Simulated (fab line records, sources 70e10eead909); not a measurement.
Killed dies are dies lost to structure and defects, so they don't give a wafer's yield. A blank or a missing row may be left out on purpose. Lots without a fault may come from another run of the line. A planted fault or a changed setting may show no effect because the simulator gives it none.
fab line records | flow nand_harc
record lots=13 wafers=39 last_day=24
route steps=1159 shown A_BONDPAD@1084 HYBRID_BOND@1099 THIN_TSV@1130 END@1159
lots that met no fault: from a run of the same line without faults
start_h: hours from the record's first day to the start of the lot's first wafer shown | wait_h: hours since the lot's step before | " the same as in the row above | L1.1+2: a row that stands for several wafers | - no value, or no start given | * or withheld: withheld | < > ~ a bound
route shown NAME@n: a module of which the file shows steps, and the number in the route of the first | usual: mean/standard deviation of fault-free wafers | same: alike in all rows | chamber/n: place in a boat | sites: the reading at each site | _std_site: their standard deviation | _edge_site: outer sites' mean less inner sites' | radius_mm: how far each site lies from the wafer's centre | mask NAME#n: copy n | behind: the tool/chamber that last shaped the wafer | hold: why the lot was held/for how many hours/how that ended | device: the transistor (n, p or np) that didn't switch | end of line: the same wafers' tests at the end of the route | a step without rows: its recipe alone | killed: dies lost to structure and defects at the first sort, not the wafer's yield | map: a wafer's dies, x killed, . not, _ none there
set.NAME: the setting as run; set.NAME@STEP: as run at that earlier step | model.NAME: the simulator's own value behind a step, which no gauge read
steps of the route over a sample of lots; a table a step, a row a wafer
services: from which hour (start_h, from the record's first day; less than 0 if before it) a tool's chamber was out of use, for how many hours, and why
## steps
# step NHARC_A_BONDPAD_PVD_17
# recipe target_thk_a=50 bias_v=168.6 power_w=15000 chamber_pressure_pa=0.12 time_s=8.06 substrate_temp_c=50 material=TaN
# usual throttle_valve_pct=29.7/0.89
# columns lot.wafer tool chamber start_h wait_h throttle_valve_pct
L619.4 pvd_sputter-01 - - - 30.5
L619.1 " - " " 30.0
L619.6 " - " " 30.0
L620.3 pvd_sputter-03 - - - 28.6
L620.1 " - " " 29.4
L620.5 " - " " 31.5
L622.1 pvd_sputter-01 - - - 30.0
L622.2 " - " " 30.6
L622.6 " - " " 28.8
L624.3 pvd_sputter-01 - - - 30.6
L624.4 " - " " 30.0
L624.6 " - " " 30.4
L625.4 pvd_sputter-02 - - - 30.5
L625.1 " - " " 29.7
L625.5 " - " " 28.9
L627.4 pvd_sputter-02 - - - 30.7
L627.1 " - " " 28.9
L627.5 " - " " 30.8
L626.2 pvd_sputter-01 - - - 28.6
L626.4 " - " " 29.9
L626.5 " - " " 30.0
L631.4 pvd_sputter-03 - - - 29.4
L631.6 " - " " 29.0
L631.5 " - " " 28.1
L629.3 pvd_sputter-03 - - - 29.2
L629.1 " - " " 29.1
L629.2 " - " " 28.2
L630.4 pvd_sputter-01 - - - 30.1
L630.6 " - " " 30.0
L630.5 " - " " 30.6
L636.2 pvd_sputter-02 - - - 29.6
L636.3 " - " " 29.2
L636.1 " - " " 28.6
L632.3 pvd_sputter-02 - - - 30.7
L632.1 " - " " 29.4
L632.6 " - " " 29.9
L639.2 pvd_sputter-03 - - - 29.2
L639.3 " - " " 29.1
L639.5 " - " " 29.5
# step NHARC_HYBRID_BOND_OVL_MEAS_05
# usual overlay_x_nm=1/31 overlay_y_nm=3/31
# columns lot.wafer tool chamber start_h wait_h overlay_x_nm overlay_y_nm
L619.1 overlay-02 - 435.11 0.4 -17 41
L619.4 " - " " 45 59
L619.6 " - " " 51 -2
L620.1 overlay-01 - 450.86 0.4 5 21
L620.3 " - " " 16 30
L620.5 " - " " 5 72
L622.1 overlay-02 - 450.86 0.4 -80 -21
L622.2 " - " " 40 29
L622.6 " - " " 19 -8
L624.3 overlay-01 - 456.92 0.4 -2 32
L624.4 " - " " 30 -5
L624.6 " - " " 5 -9
L625.1 overlay-02 - 482.42 0.4 3 -49
L625.4 " - " " 19 6
L625.5 " - " " 4 16
L627.1 overlay-01 - 482.42 0.4 44 -30
L627.4 " - " " -3 -5
L627.5 " - " " 37 -59
L626.2 overlay-02 - 482.43 0.4 12 36
L626.4 " - " " -49 -21
L626.5 " - " " 9 -7
L631.4 overlay-01 - 513.97 0.4 -12 38
L631.5 " - " " -7 13
L631.6 " - " " 32 -2
L629.1 overlay-01 - 522.72 0.4 -4 -21
L629.2 " - " " -41 -64
L629.3 " - " " -10 -28
L630.4 overlay-02 - 522.72 0.4 -1 30
L630.5 " - " " -16 -31
L630.6 " - " " -19 7
L636.1 overlay-02 - 527.01 0.4 -13 -17
L636.2 " - " " -25 6
L636.3 " - " " 45 -34
L632.1 overlay-02 - 546.86 0.4 15 16
L632.3 " - " " -15 -16
L632.6 " - " " -42 1
L639.2 overlay-01 - 554.58 0.4 12 -24
L639.3 " - " " 19 -11
L639.5 " - " " 15 31
# step NHARC_THIN_TSV_PVD_51
# recipe target_thk_a=1000 chamber_pressure_pa=5 material=Cu
# usual throttle_valve_pct=29.6/0.89
# columns lot.wafer tool chamber start_h wait_h throttle_valve_pct
L619.4 pvd_sputter-03 - 441.53 - 29.9
L619.1 " - " " 28.5
L619.6 " - " " 31.4
L622.2 pvd_sputter-02 - 456.70 - 31.1
L622.1 " - " " 28.6
L622.6 " - " " 30.0
L620.3 pvd_sputter-02 - 457.83 - 31.0
L620.1 " - " " 29.2
L620.5 " - " " 28.8
L624.4 pvd_sputter-01 - 463.23 - 28.6
L624.3 " - " " 30.9
L624.6 " - " " 29.7
L625.4 pvd_sputter-02 - 488.32 - 28.7
L625.1 " - " " 30.7
L625.5 " - " " 28.6
L627.4 pvd_sputter-01 - 489.33 - 29.0
L627.1 " - " " 30.6
L627.5 " - " " 28.7
L626.2 pvd_sputter-02 - 491.01 - 28.8
L626.4 " - " " 29.5
L626.5 " - " " 29.4
L631.4 pvd_sputter-02 - 519.63 - 29.1
L631.5 " - " " 29.6
L631.6 " - " " 28.9
L630.4 pvd_sputter-02 - 528.77 - 28.9
L630.6 " - " " 30.8
L630.5 " - " " 29.6
L629.3 pvd_sputter-01 - 529.86 - 28.3
L629.1 " - " " 29.8
L629.2 " - " " 30.6
L636.2 pvd_sputter-02 - 533.89 - 28.6
L636.1 " - " " 30.7
L636.3 " - " " 29.7
L632.1 pvd_sputter-03 - 554.06 - 28.2
L632.3 " - " " 30.9
L632.6 " - " " 29.3
L639.3 pvd_sputter-01 - 561.94 - 28.2
L639.2 " - " " 29.9
L639.5 " - " " 30.0
# step NHARC_THIN_TSV_INSPECT_40
# usual raw_defect_count=452/75
# columns lot.wafer tool chamber start_h wait_h raw_defect_count
L619.1 defect_inspect-02 - 448.80 0.4 374
L619.4 " - " " 410
L619.6 " - " " 442
L622.1 defect_inspect-02 - 466.15 0.4 490
L622.2 " - " " 466
L622.6 " - " " 457
L620.1 defect_inspect-01 - 466.16 0.4 339
L620.3 " - " " 337
L620.5 " - " " 389
L624.3 defect_inspect-02 - 472.02 0.4 399
L624.4 " - " " 448
L624.6 " - " " 502
L625.1 defect_inspect-02 - 499.04 0.4 509
L625.4 " - " " 581
L625.5 " - " " 484
L626.2 defect_inspect-01 - 499.04 0.4 478
L626.4 " - " " 416
L626.5 " - " " 451
L627.1 defect_inspect-02 - 499.05 0.4 424
L627.4 " - " " 490
L627.5 " - " " 470
L631.4 defect_inspect-02 - 528.42 0.4 393
L631.5 " - " " 435
L631.6 " - " " 291
L630.4 defect_inspect-02 - 537.33 0.4 589
L630.5 " - " " 438
L630.6 " - " " 545
L629.1 defect_inspect-01 - 537.35 0.4 597
L629.2 " - " " 371
L629.3 " - " " 546
L636.1 defect_inspect-01 - 541.90 0.4 513
L636.2 " - " " 347
L636.3 " - " " 422
L632.1 defect_inspect-01 - 562.21 0.4 570
L632.3 " - " " 571
L632.6 " - " " 432
L639.2 defect_inspect-02 - 569.22 0.4 553
L639.3 " - " " 476
L639.5 " - " " 510
# step NHARC_END_SORT_01
# recipe temp_c=25
# usual defect_limited_yield=95.7/1.5 killed_at_array=25/9.8 killed_at_other=0.8/1.1 killed_at_periphery=3.3/2.1 killed_dies=29/10 killed_open=3.3/1.8 killed_short=1.9/1.4 sort_bin_2_pct=1.3/0.6 sort_bin_3_pct=0.25/0.23 sort_bin_4_pct=2.8/0.97 sort_n_pass=648/10 sort_rim_yield_pct=95/3.2 sort_yield_pct=95.7/1.5
# same gross_dies=677 sort_bin_5_pct[%]=0 sort_bin_6_pct[%]=0 sort_bin_7_pct[%]=0 sort_bin_8_pct[%]=0 sort_rim_n_gross=106.00
# columns lot.wafer tool chamber start_h wait_h defect_limited_yield[%] killed_at_array killed_at_other killed_at_periphery killed_dies killed_open killed_short sort_bin_2_pct[%] sort_bin_3_pct[%] sort_bin_4_pct[%] sort_n_pass sort_rim_yield_pct[%] sort_yield_pct[%]
L631.4 prober-01 0 533.84 3.4 94.5 31 3 3 37 2 2 2.2 0.30 3.0 640 94 94.5
L631.5 prober-01 0 534.64 3.7 95.9 20 2 6 28 3 4 1.2 0.30 2.7 649 92 95.9
L631.6 prober-01 0 535.44 4.0 0 30 644 3 677 2 2 96.5 0.30 3.2 0 0 0
L630.4 prober-02 0 542.83 3.4 0 43 633 1 677 0 2 95.4 0.59 4.0 0 0 0
L630.5 prober-02 0 543.63 3.7 93.5 41 0 3 44 4 4 2.4 0.15 4.0 633 96 93.5
L630.6 prober-02 0 544.43 4.0 95.9 28 0 0 28 2 2 1.3 0.44 2.4 649 92 95.9
L629.3 prober-01 0 549.80 3.1 97.8 13 0 2 15 4 2 0.7 0 1.5 662 100 97.8
L636.1 prober-01 0 555.95 2.5 96.8 17 0 5 22 4 0 0.9 0.15 2.2 655 94 96.8
L636.2 prober-01 0 556.75 2.8 0 18 655 4 677 3 0 97.6 0.30 2.1 0 0 0
L636.3 prober-01 0 557.54 3.1 96.8 16 0 6 22 6 2 0.4 0.15 2.7 655 94 96.8
# killed by level:class
L631.4 A_CHANNEL_HOLE_D1:chamber_film_flake=16 A_CONTACT:chamber_film_flake=6 A_STAIRCASE:chamber_film_flake=3 THIN_TSV:chamber_film_flake=3 A_ONON_D1:geometric_particle:short=2 A_M0:chamber_film_flake=2 P_CONTACT:geometric_particle:open=1 A_WL_FILL:geometric_particle:open=1
L631.5 A_CHANNEL_HOLE_D1:chamber_film_flake=9 P_STI:chamber_film_flake=3 A_STAIRCASE:chamber_film_flake=3 A_CONTACT:chamber_film_flake=3 P_CONTACT:geometric_particle:short=2 THIN_TSV:chamber_film_flake=2 P_CONTACT:geometric_particle:open=1 A_ONON_D1:geometric_particle:short=1
L631.6 THIN_TSV:area_pvd=641 A_CHANNEL_HOLE_D1:chamber_film_flake=15 A_STAIRCASE:chamber_film_flake=6 A_CONTACT:chamber_film_flake=6 THIN_TSV:chamber_film_flake=3 A_ONON_D1:geometric_particle:open=2 P_CONTACT:geometric_particle:short=1 A_CONTACT:geometric_particle:short=1
L630.4 THIN_TSV:area_pvd=632 A_SLIT:chamber_film_flake=18 A_STAIRCASE:chamber_film_flake=13 A_CONTACT:chamber_film_flake=4 A_CHANNEL_HOLE_D1:chamber_film_flake=3 A_M1:chamber_film_flake=2 A_ONON_D1:geometric_particle:short=1 A_CHANNEL_FILL_D1:geometric_particle:short=1
L630.5 A_SLIT:chamber_film_flake=12 A_STAIRCASE:chamber_film_flake=9 A_CONTACT:chamber_film_flake=6 A_CHANNEL_HOLE_D1:chamber_film_flake=5 A_M1:chamber_film_flake=2 P_STI:geometric_particle:short=1 P_CONTACT:geometric_particle:open=1 A_ONON_D1:geometric_particle:open=1
L630.6 A_SLIT:chamber_film_flake=7 A_CONTACT:chamber_film_flake=7 A_CHANNEL_HOLE_D1:chamber_film_flake=5 A_STAIRCASE:chamber_film_flake=5 A_ONON_D1:geometric_particle:short=1 A_CHANNEL_HOLE_D1:geometric_particle:short=1 A_CONTACT:geometric_particle:open=1 A_M0:geometric_particle:open=1
L629.3 A_CHANNEL_HOLE_D1:chamber_film_flake=5 A_STAIRCASE:chamber_film_flake=2 P_M1:geometric_particle:open=1 A_CHANNEL_FILL_D1:geometric_particle:open=1 A_SGD_CUT:geometric_particle:short=1 A_CONTACT:geometric_particle:short=1 A_BLC:geometric_particle:open=1 A_M0:geometric_particle:open=1
L636.1 A_STAIRCASE:chamber_film_flake=6 A_CHANNEL_HOLE_D1:chamber_film_flake=5 A_CONTACT:chamber_film_flake=4 P_GATE:geometric_particle:open=1 P_M0:geometric_particle:open=1 P_M2:geometric_particle:open=1 A_BLC:geometric_particle:open=1 P_STI:chamber_film_flake=1
L636.2 THIN_TSV:area_pvd=654 A_CHANNEL_HOLE_D1:chamber_film_flake=10 A_CONTACT:chamber_film_flake=5 P_STI:chamber_film_flake=3 A_STAIRCASE:chamber_film_flake=2 P_CONTACT:geometric_particle:open=1 A_BLC:geometric_particle:open=1 STARTING-WAFER:geometric_particle:open=1
L636.3 A_CHANNEL_HOLE_D1:chamber_film_flake=4 A_CONTACT:chamber_film_flake=4 A_CONTACT:geometric_particle:open=3 P_STI:chamber_film_flake=3 A_STAIRCASE:chamber_film_flake=2 P_GATE:geometric_particle:open=1 P_M2:geometric_particle:open=1 A_SGD_CUT:geometric_particle:short=1
## services
# columns tool chamber start_h hours kind
pvd_sputter-01 - 423.68 14.6 repair
pvd_sputter-01 - 452.56 1.1 repair
pvd_sputter-03 - 456.19 2.4 repair
pvd_sputter-03 - 487.68 5.5 repair
pvd_sputter-01 - 518.03 10.0 pm
## key
first_sign step=NHARC_END_SORT_01 reading=killed_at_other direction=up sigmas=99+ usual=0.8 struck=644
effect step=NHARC_END_SORT_01 reading=sort_bin_2_pct direction=up sigmas=99+ usual=1.3 struck=96.5
more_kills_born_at NHARC_THIN_TSV_PVD_51@pvd_sputter-02=1927
met_at NHARC_THIN_TSV_PVD_51
struck_lots L630,L631,L636
struck_wafers L630.4,L631.6,L636.2
later_rows_left_out L630.4,L631.6,L636.2
not_acting_at NHARC_A_BONDPAD_PVD_17,NHARC_HYBRID_BOND_OVL_MEAS_05,NHARC_THIN_TSV_INSPECT_40
onset_between 491.01 519.63
fault kind=process_parameter_drift tool=pvd_sputter-02 chamber=- onset_h=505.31 steps=NHARC_THIN_TSV_PVD_51 channel=target_thk_a offset=* shape=step end_h=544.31 acts_in=* stated=* scope=struck_wafers_only
# later_rows_left_out: the simulator's readings of these wafers behind a module that went badly wrong aren't trusted and aren't shown, but for the sort
